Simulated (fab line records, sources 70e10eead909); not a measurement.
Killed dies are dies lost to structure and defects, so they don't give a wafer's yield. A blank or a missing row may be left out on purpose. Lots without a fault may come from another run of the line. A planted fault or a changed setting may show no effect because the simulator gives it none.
fab line records | flow nand_harc
record lots=15 wafers=45 last_day=34
route steps=1302 shown P_CONTACT@249 P_M0@268
lots that met no fault: from a run of the same line without faults
start_h: hours from the record's first day to the start of the lot's first wafer shown | wait_h: hours since the lot's step before | " the same as in the row above | L1.1+2: a row that stands for several wafers | - no value, or no start given | * or withheld: withheld | < > ~ a bound
route shown NAME@n: a module of which the file shows steps, and the number in the route of the first | usual: mean/standard deviation of fault-free wafers | same: alike in all rows | chamber/n: place in a boat | sites: the reading at each site | _std_site: their standard deviation | _edge_site: outer sites' mean less inner sites' | radius_mm: how far each site lies from the wafer's centre | mask NAME#n: copy n | behind: the tool/chamber that last shaped the wafer | hold: why the lot was held/for how many hours/how that ended | device: the transistor (n, p or np) that didn't switch | end of line: the same wafers' tests at the end of the route | a step without rows: its recipe alone | killed: dies lost to structure and defects at the first sort, not the wafer's yield | map: a wafer's dies, x killed, . not, _ none there
set.NAME: the setting as run; set.NAME@STEP: as run at that earlier step | model.NAME: the simulator's own value behind a step, which no gauge read
steps of the route over a sample of lots; a table a step, a row a wafer
services: from which hour (start_h, from the record's first day; less than 0 if before it) a tool's chamber was out of use, for how many hours, and why
## steps
# step NHARC_P_CONTACT_CMP_24
# recipe t_overpolish_s=30 target_thk_nm=200
# usual motor_current_A=12.0/0.77 overpolish_run_s=30.001/0.01 slurry_filter_dp_kPa=13.49/0.14 slurry_flow_ml_min=150.0/0.43 time_to_endpoint_s=39.6/2.6
# same t_overpolish_s=30
# columns lot.wafer tool chamber start_h wait_h motor_current_A overpolish_run_s slurry_filter_dp_kPa slurry_flow_ml_min time_to_endpoint_s
L804.2 cmp-01 1 125.06 0.6 11.2 30.011 13.42 149.1 37.9
L804.1 " 3 " " 11.3 29.985 13.55 149.0 38.5
L804.3 " 0 " " 12.9 29.985 13.64 149.2 37.4
L807.3 cmp-02 3 150.48 0.4 12.4 30.007 13.63 150.0 39.8
L807.1 " 0 " " 11.3 30.006 13.51 150.1 42.6
L807.2 " 2 " " 12.3 30.012 13.31 150.1 39.0
L808.4 cmp-03 3 157.22 0.4 13.5 29.980 13.34 149.8 42.4
L808.1 " 0 " " 11.4 29.998 13.39 148.8 39.4
L808.5 " 0 " " 11.1 30.020 13.45 150.2 41.9
L809.4 cmp-02 1 169.89 0.4 11.3 29.989 13.34 150.1 38.7
L809.6 " 1 " " 12.1 29.995 13.78 150.7 37.6
L809.5 " 2 " " 12.6 30.001 13.42 150.3 36.4
L810.4 cmp-03 0 179.03 0.3 10.5 30.005 13.49 149.8 39.2
L810.1 " 2 " " 11.1 30.004 13.57 149.6 39.0
L810.2 " 3 " " 13.1 30.010 13.52 149.5 39.2
L812.2 cmp-03 0 196.62 0.7 11.2 29.990 13.24 150.8 39.1
L812.5 " 1 " " 12.8 29.996 13.54 150.0 39.5
L812.6 " 2 " " 10.8 30.002 13.32 150.2 38.1
L813.2 cmp-01 0 221.14 0.5 12.7 29.987 13.43 149.3 41.7
L813.4 " 2 " " 10.9 29.996 13.45 151.0 39.7
L813.5 " 3 " " 11.2 30.007 13.49 150.2 42.5
L814.2 cmp-01 1 223.55 0.6 11.8 30.004 13.56 150.7 42.0
L814.4 " 3 " " 11.4 29.990 13.81 150.1 42.6
L814.6 " 1 " " 11.9 29.993 13.45 150.3 40.2
L815.3 cmp-01 1 230.09 0.3 11.8 30.001 13.46 149.4 37.2
L815.2 " 3 " " 12.0 29.996 13.23 150.2 43.5
L815.4 " 0 " " 12.8 29.983 13.56 149.4 41.1
L816.2 cmp-01 2 244.67 0.6 11.8 30.007 13.29 150.1 38.9
L816.3 " 3 " " 11.5 30.006 13.53 149.5 42.2
L816.5 " 1 " " 11.9 29.993 13.51 149.4 41.4
L817.2 cmp-02 2 245.06 0.6 12.8 29.988 13.58 149.9 38.5
L817.3 " 3 " " 13.0 29.982 13.75 150.2 39.4
L817.4 " 1 " " 10.8 30.018 13.57 150.4 37.7
L818.3 cmp-01 2 268.22 0.3 11.4 29.994 13.50 149.5 38.8
L818.2 " 0 " " 13.5 30.012 13.28 150.4 40.6
L818.6 " 2 " " 12.1 29.996 13.60 150.1 42.4
L819.2 cmp-02 0 270.13 0.5 11.6 30.006 13.50 150.2 40.9
L819.1 " 1 " " 11.3 30.015 13.41 150.2 42.3
L819.4 " 2 " " 12.7 30.007 13.34 149.6 41.6
L826.3 cmp-02 3 338.74 0.3 12.6 29.998 13.65 149.6 34.3
L826.4 " 0 " " 11.7 29.995 13.40 149.9 35.6
L826.5 " 2 " " 13.0 30.006 13.56 150.6 34.2
L827.1 cmp-03 1 348.86 0.6 13.3 29.995 13.71 150.1 38.2
L827.4 " 2 " " 11.6 30.001 13.64 150.7 36.3
L827.5 " 1 " " 11.9 29.993 13.40 150.3 37.5
# step NHARC_P_CONTACT_INSPECT_27
# usual raw_defect_count=298/120
# columns lot.wafer tool chamber start_h wait_h raw_defect_count
L804.1 defect_inspect-02 - 125.47 0.1 271
L804.2 " - " " 358
L804.3 " - " " 495
L807.1 defect_inspect-02 - 150.88 0.1 437
L807.2 " - " " 218
L807.3 " - " " 357
L808.1 defect_inspect-02 - 157.63 0.1 257
L808.4 " - " " 261
L808.5 " - " " 446
L809.4 defect_inspect-01 - 170.29 0.1 564
L809.5 " - " " 190
L809.6 " - " " 370
L810.1 defect_inspect-01 - 179.43 0.1 151
L810.2 " - " " 194
L810.4 " - " " 146
L812.2 defect_inspect-01 - 196.95 0.1 216
L812.5 " - " " 577
L812.6 " - " " 269
L813.2 defect_inspect-01 - 221.52 0.1 289
L813.4 " - " " 352
L813.5 " - " " 529
L814.2 defect_inspect-01 - 223.92 0.1 201
L814.4 " - " " 193
L814.6 " - " " 161
L815.2 defect_inspect-01 - 230.49 0.1 254
L815.3 " - " " 455
L815.4 " - " " 287
L816.2 defect_inspect-02 - 245.08 0.1 374
L816.3 " - " " 215
L816.5 " - " " 210
L817.2 defect_inspect-01 - 245.46 0.1 164
L817.3 " - " " 177
L817.4 " - " " 278
L818.2 defect_inspect-02 - 268.63 0.1 152
L818.3 " - " " 185
L818.6 " - " " 143
L819.1 defect_inspect-02 - 270.54 0.1 408
L819.2 " - " " 367
L819.4 " - " " 229
L826.3 defect_inspect-01 - 339.12 0.1 221
L826.4 " - " " 411
L826.5 " - " " 385
L827.1 defect_inspect-01 - 349.28 0.1 275
L827.4 " - " " 443
L827.5 " - " " 320
# step NHARC_P_M0_ETCH_15
# recipe target_depth_a=1500 overetch_a=150 time_s=82.5 c4f8_flow_sccm=withheld ar_flow_sccm=400 rf_w=600 bias_w=300 chemistry=C4F8/Ar
# usual bias_w=299.9/0.85 oes_product_au=0.958/0.021 rf_vpp_V=439.2/2.9
# columns lot.wafer tool chamber start_h wait_h bias_w oes_product_au rf_hours_counter_h rf_vpp_V
L804.1 rie_diel-01 3 - - 299.4 0.972 23 436.9
L804.3 " 0 " " 300.7 0.972 27 438.3
L804.2 " 1 " " 301.6 0.957 31 440.1
L807.2 rie_diel-04 0 - - 299.4 0.932 43 439.7
L807.3 " 2 " " 301.0 0.930 47 441.5
L807.1 " 3 " " 300.5 0.927 46 436.5
L808.1 rie_diel-05 0 - - 300.0 0.960 13 441.2
L808.4 " 1 " " 300.2 0.979 14 445.5
L808.5 " 3 " " 300.6 0.960 - 435.8
L809.4 rie_diel-04 3 - - 299.7 0.912 54 436.2
L809.6 " 3 " " 300.4 0.926 - 437.0
L809.5 " 0 " " 301.0 0.922 - 440.1
L810.4 rie_diel-01 0 - - 299.9 0.968 45 439.9
L810.1 " 1 " " 299.5 0.954 47 440.7
L810.2 " 2 " " 299.6 0.985 43 437.2
L812.2 rie_diel-01 3 - - 300.6 0.927 51 436.4
L812.6 " 2 " " 301.5 0.933 - 437.0
L812.5 " 3 " " 300.1 0.935 - 435.5
L813.4 rie_diel-05 2 - - 301.2 0.970 27 438.5
L813.2 " 3 " " 299.4 0.982 25 435.7
L813.5 " 2 " " 301.6 0.959 - 437.8
L814.4 rie_diel-05 1 - - 299.5 0.986 25 444.1
L814.2 " 2 " " 299.5 0.985 28 437.1
L814.6 " 3 " " 300.6 0.974 - 435.3
L815.2 rie_diel-04 2 - - 300.4 0.964 12 441.6
L815.3 " 3 " " 300.3 0.978 15 435.5
L815.4 " 0 " " 298.9 0.971 16 439.0
L816.3 rie_diel-05 1 - - 300.3 0.973 0 445.3
L816.2 " 3 " " 300.0 0.962 0 435.7
L816.5 " 1 " " 299.6 0.977 - 444.8
L817.2 rie_diel-04 3 - - 299.5 0.950 19 437.3
L817.3 " 0 " " 298.2 0.968 21 438.7
L817.4 " 1 " " 299.5 0.980 17 438.3
L818.2 rie_diel-05 1 - - 300.1 0.983 3 443.4
L818.3 " 2 " " 298.8 0.982 3 438.0
L818.6 " 3 " " 299.9 0.964 - 435.4
L819.4 rie_diel-01 1 - - 300.7 0.956 21 439.7
L819.1 " 2 " " 299.3 0.975 21 436.6
L819.2 " 3 " " 300.7 0.968 22 446.3
L826.4 rie_diel-04 1 - - 299.9 0.923 46 439.3
L826.3 " 2 " " 300.0 0.923 42 441.6
L826.5 " 0 " " 300.5 0.922 - 436.4
L827.1 rie_diel-05 3 - - 299.8 0.979 17 437.7
L827.4 " 1 " " 299.5 0.959 16 443.9
L827.5 " 0 " " 300.4 0.958 - 441.5
# step NHARC_P_M0_ECD_22
# recipe target_thk_a=4000 bath_temp_c=25 material=Cu
# usual bath_heat_duty_pct=6.4/0.47 bath_temp_c=24.99/0.11
# columns lot.wafer tool chamber start_h wait_h bath_heat_duty_pct bath_temp_c
L804.2 ecd_cu-02 1 127.83 - 5.3 25.01
L804.1 " 0 " " 6.5 25.14
L804.3 " 1 " " 5.5 25.07
L807.1 ecd_cu-02 0 153.34 - 5.6 25.16
L807.2 " 1 " " 5.9 24.84
L807.3 " 1 " " 5.9 24.80
L808.1 ecd_cu-01 1 159.88 - 6.5 24.96
L808.4 " 1 " " 6.4 25.11
L808.5 " 1 " " 7.4 25.11
L809.4 ecd_cu-02 0 172.63 - 6.1 25.11
L809.5 " 0 " " 5.7 25.01
L809.6 " 1 " " 5.9 25.07
L810.1 ecd_cu-02 1 181.83 - 5.9 24.76
L810.2 " 0 " " 6.3 24.90
L810.4 " 1 " " 6.1 24.93
L812.2 ecd_cu-02 0 199.45 - 6.8 25.05
L812.6 " 0 " " 6.3 24.87
L812.5 " 1 " " 6.3 24.95
L813.2 ecd_cu-02 1 223.95 - 6.5 25.15
L813.4 " 0 " " 6.1 24.96
L813.5 " 0 " " 6.3 24.94
L814.2 ecd_cu-02 0 226.34 - 6.2 25.18
L814.4 " 1 " " 5.8 24.92
L814.6 " 0 " " 5.6 25.09
L815.2 ecd_cu-01 1 233.11 - 6.7 24.99
L815.4 " 1 " " 6.5 25.05
L815.3 " 0 " " 6.3 24.82
L816.2 ecd_cu-01 0 247.36 - - -
L816.3 " 1 " " - -
L816.5 " 1 " " - -
L817.2 ecd_cu-01 1 247.88 - - -
L817.4 " 0 " " - -
L817.3 " 1 " " - -
L818.2 ecd_cu-01 1 271.17 - - -
L818.3 " 1 " " - -
L818.6 " 1 " " - -
L819.2 ecd_cu-01 1 272.94 - 5.8 24.92
L819.1 " 0 " " 7.8 24.97
L819.4 " 1 " " 7.0 25.14
L826.4 ecd_cu-01 1 341.70 - 6.4 24.95
L826.3 " 0 " " 7.5 24.92
L826.5 " 0 " " 6.0 24.96
L827.1 ecd_cu-02 1 352.10 - 6.4 25.15
L827.4 " 1 " " 5.7 25.19
L827.5 " 1 " " 5.9 25.00
# step NHARC_P_M0_CMP_23
# recipe t_overpolish_s=20 target_thk_nm=117.54
# usual motor_current_A=11.7/1.1 slurry_filter_dp_kPa=13.50/0.15 slurry_flow_ml_min=150.0/0.51 time_to_endpoint_s=27.8/2.6
# same t_overpolish_s=20
# columns lot.wafer tool chamber start_h wait_h motor_current_A slurry_filter_dp_kPa slurry_flow_ml_min time_to_endpoint_s
L804.1 cmp-04 0 128.58 - 13.5 13.58 150.1 30.9
L804.3 " 1 " " 10.6 13.40 150.4 31.7
L804.2 " 3 " " 11.0 13.31 150.0 29.6
L807.1 cmp-01 1 154.07 - 11.7 13.63 149.6 26.6
L807.2 " 3 " " 11.9 13.69 150.0 31.5
L807.3 " 0 " " 12.9 13.39 149.6 26.8
L808.4 cmp-03 1 160.66 - 12.3 13.70 150.3 29.1
L808.1 " 2 " " 10.7 13.17 149.3 27.7
L808.5 " 0 " " 11.3 13.42 150.5 32.5
L809.4 cmp-04 0 173.30 - 14.3 13.40 150.1 29.1
L809.6 " 2 " " 10.8 13.57 149.8 25.2
L809.5 " 3 " " 11.3 13.42 150.6 29.1
L810.4 cmp-03 3 182.56 - 12.9 13.28 150.3 30.2
L810.1 " 1 " " 12.5 13.48 151.0 31.6
L810.2 " 2 " " 11.6 13.45 150.9 27.2
L812.2 cmp-04 0 200.17 - 14.0 13.78 149.6 27.0
L812.6 " 0 " " 13.8 13.44 150.1 30.0
L812.5 " 1 " " 11.1 13.43 149.9 27.2
L813.4 cmp-04 0 224.62 - 13.5 13.31 150.4 26.0
L813.2 " 3 " " 11.5 13.83 149.7 27.0
L813.5 " 0 " " 13.2 13.28 150.7 27.3
L814.4 cmp-03 3 227.07 - 12.4 13.49 149.9 27.8
L814.2 " 0 " " 11.5 13.29 150.3 29.1
L814.6 " 2 " " 10.7 13.49 150.7 27.1
L815.3 cmp-01 1 233.83 - 11.2 13.53 150.5 28.9
L815.4 " 2 " " 11.6 13.29 150.1 30.1
L815.2 " 0 " " 12.9 13.63 150.2 31.1
L816.3 cmp-04 3 248.03 - 11.2 13.63 150.1 0.0
L816.2 " 1 " " 10.9 13.56 150.2 0.1
L816.5 " 0 " " 13.8 13.31 149.7 0.0
L817.3 cmp-01 3 248.57 - 11.4 13.72 149.5 3.0
L817.2 " 0 " " 13.4 13.30 150.2 2.4
L817.4 " 1 " " 11.6 13.24 149.9 3.4
L818.2 cmp-03 0 271.89 - 11.3 13.52 149.1 4.0
L818.3 " 2 " " 11.0 13.12 149.4 5.1
L818.6 " 1 " " 12.4 13.60 150.5 5.7
L819.4 cmp-04 1 273.69 - 10.2 13.51 150.2 24.0
L819.2 " 2 " " 10.4 13.62 150.5 22.5
L819.1 " 3 " " 11.0 13.29 150.1 26.6
L826.4 cmp-03 1 342.32 - 12.4 13.46 150.7 25.1
L826.3 " 2 " " 10.8 13.49 150.1 22.4
L826.5 " 1 " " 12.9 13.32 149.9 24.0
L827.1 cmp-04 2 352.92 - 10.6 13.56 149.5 30.0
L827.4 " 0 " " 13.9 13.42 149.3 29.2
L827.5 " 3 " " 11.2 13.70 150.1 26.8
# step NHARC_P_M0_THK_MEAS_24
# recipe thk_meas_gauge=xrf
# usual thk_nm=117.0/1.4
# columns lot.wafer tool chamber start_h wait_h thk_nm
L804.1 film_metro-02 - 128.90 - 118.1
L804.2 " - " " 118.2
L804.3 " - " " 115.3
L807.1 film_metro-02 - 154.39 - 115.4
L807.2 " - " " 117.1
L807.3 " - " " 115.2
L808.1 film_metro-02 - 160.92 - 117.8
L808.4 " - " " 120.5
L808.5 " - " " 119.2
L809.4 film_metro-02 - 173.55 - 114.9
L809.5 " - " " 115.5
L809.6 " - " " 113.2
L810.1 film_metro-02 - 182.87 - 118.2
L810.2 " - " " 115.6
L810.4 " - " " 116.6
L812.2 film_metro-02 - 200.49 - 114.1
L812.5 " - " " 118.0
L812.6 " - " " 117.8
L813.2 film_metro-01 - 224.94 - 115.4
L813.4 " - " " 116.2
L813.5 " - " " 116.4
L814.2 film_metro-02 - 227.33 - 116.5
L814.4 " - " " 119.0
L814.6 " - " " 116.8
L815.2 film_metro-01 - 234.15 - 117.3
L815.3 " - " " 116.9
L815.4 " - " " 118.6
L816.2 film_metro-01 - 248.34 - 31.0
L816.3 " - " " 30.6
L816.5 " - " " 31.2
L817.2 film_metro-01 - 248.87 - 30.4
L817.3 " - " " 30.9
L817.4 " - " " 30.3
L818.2 film_metro-02 - 272.21 - 29.5
L818.3 " - " " 30.0
L818.6 " - " " 29.5
L819.1 film_metro-02 - 273.97 - 118.5
L819.2 " - " " 116.7
L819.4 " - " " 116.3
L826.3 film_metro-02 - 342.64 - 116.0
L826.4 " - " " 117.4
L826.5 " - " " 118.0
L827.1 film_metro-01 - 353.24 - 116.1
L827.4 " - " " 117.6
L827.5 " - " " 116.7
## services
# columns tool chamber start_h hours kind
cmp-03 - 106.26 6.6 repair
cmp-04 - 111.13 4.0 pm
cmp-01 - 117.07 1.7 repair
ecd_cu-02 - 135.35 1.1 repair
cmp-03 - 136.15 0.7 repair
cmp-04 - 153.57 1.4 repair
cmp-03 - 162.06 4.0 pm
cmp-01 - 185.52 4.0 pm
ecd_cu-01 - 204.67 8.0 pm
cmp-04 - 209.13 4.0 pm
ecd_cu-02 - 232.95 1.3 repair
cmp-01 - 236.51 0.7 repair
cmp-03 - 244.55 9.8 repair
ecd_cu-02 - 244.56 8.0 pm
cmp-01 - 246.32 1.9 repair
cmp-03 - 260.06 4.0 pm
cmp-01 - 273.04 1.2 repair
cmp-01 - 283.52 4.0 pm
cmp-03 - 288.11 6.7 repair
ecd_cu-01 - 294.01 8.2 repair
cmp-03 - 299.89 0.6 repair
cmp-04 - 307.13 4.0 pm
ecd_cu-02 - 323.51 0.9 repair
ecd_cu-02 - 342.08 1.9 repair
## key
first_sign step=NHARC_P_M0_ECD_22 reading=tool_record direction=missing
effect step=NHARC_P_M0_CMP_23 reading=time_to_endpoint_s direction=down sigmas=9.5 usual=* struck=*
effect step=NHARC_P_M0_THK_MEAS_24 reading=thk_nm direction=down sigmas=63 usual=117.0 struck=30.4
met_at NHARC_P_M0_ECD_22
struck_lots L816,L817,L818
later_rows_left_out L816.2,L816.3,L816.5,L817.2,L817.3,L817.4,L818.2,L818.3,L818.6
sort_left_out L816.2,L816.3,L816.5,L817.2,L817.3,L817.4,L818.2,L818.3,L818.6
not_acting_at NHARC_P_CONTACT_CMP_24,NHARC_P_CONTACT_INSPECT_27,NHARC_P_M0_ETCH_15
onset_between 233.11 247.36
fault kind=skipped_step_whole tool=ecd_cu-01 chamber=- onset_h=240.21 steps=NHARC_P_M0_ECD_22 scope=struck_lots_only
# sort_left_out: the simulated sort isn't trusted on such a fault, so these wafers' sort isn't shown, and their yield isn't known
# later_rows_left_out: the simulator's readings of these wafers behind a module that went badly wrong aren't trusted and aren't shown, but for the sort
